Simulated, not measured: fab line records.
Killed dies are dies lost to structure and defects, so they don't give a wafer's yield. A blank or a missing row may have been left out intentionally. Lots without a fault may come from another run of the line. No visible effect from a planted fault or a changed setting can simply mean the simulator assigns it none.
Problem report, 8D (eight disciplines) form, completed by code | flow n5 finfet | the parts of the form that need people (team, actions taken, sign-off) are left out

## 1. WHAT IS WRONG
run length s at N5_BEOL_M2_CO_CAP_55 reads a mean of 102.9 s on 3 wafers of 2 lots; wafers without a fault read 124.6 s with a standard deviation of 0.41. That puts it -53 standard deviations away from the usual mean.
The step: material Co, precursor CCTBA/H2, target thk 2 nm, time 102.1 s.
Earliest sighting: wafer L311.2 on cvd co-02 at day 10 10:31. At this step, 31 wafers from 11 lots have a number in the record. Rule for "out" (also "out of limits"): further than 4 standard deviations from the usual mean. The other wafers with a number count as sound.

## 2. WHAT THIS IS AND IS NOT
question                    | is                     | is not
which readings at this step | run length s           | chamber pressure Torr, heater power w
which lots                  | L311, L313             | L299, L300, L301, L304, L305, L315, L318, L319, L321
which wafers of those lots  | L311.2, L313.1, L313.2 | L311.4
read on which tools         | cvd co-02              | cvd co-01
when                        | from day 10 10:31      | up to then (16 sound wafers); but 12 sound wafers of L315, L318, L319, L321 came after

## 3. WHAT RULES OUT EACH SUSPECT
Counting: if a tool at a process step up to the reading ran every lot that is out, it stays a suspect. Sound lots after the first of them don't rule it out here, since some wafers of a struck lot are sound.
- cvd co-02 at N5_BEOL_M2_CO_CAP_55 (material Co, precursor CCTBA/H2, target thk 2 nm, time 102.1 s): kept. It ran every lot that is out, first L311 (day 10 10:31); its last sound lot up to then is L301 (day 7 13:25). Its own run length s readings are out on those wafers.
Remaining after the count: cvd co-02 at N5_BEOL_M2_CO_CAP_55.

## 4. THE CAUSE (what the simulator had put in)
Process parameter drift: cvd co-02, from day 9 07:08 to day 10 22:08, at N5_BEOL_M2_CO_CAP_55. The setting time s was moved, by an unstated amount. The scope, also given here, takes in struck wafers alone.
After counting, this tool was the only one left.

## 5. THE EFFECT CHAIN, in route order
Each row: a reading where the mean over the struck wafers with a number is more than 3 standard deviations away from the usual. Only readings for which the record gives a usual standard deviation are gone through. hours: the time from each lot's start at the first step in this table that gives one to its start at this step, as a median over the lots. sigmas: the change in usual standard deviations.
hours | step                 | reading      | usual   | on struck wafers | change | sigmas
0     | N5_BEOL_M2_CO_CAP_55 | run length s | 124.6 s | 102.9            | -21.7  | -53
Process steps it contains:
- N5_BEOL_M2_CO_CAP_55: material Co, precursor CCTBA/H2, target thk 2 nm, time 102.1 s.
At these later measuring or inspecting steps, every struck wafer for which the step has a row has a number for every such reading, and none has moved that far: N5_BEOL_M3_THK_MEAS_01, N5_BEOL_M4_RC_MEAS_101.

## 6. HOW IT WOULD HAVE BEEN CAUGHT EARLIER
The fault began at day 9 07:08; the first out-of-limits reading in this record came at day 10 10:31, 27 hours later.
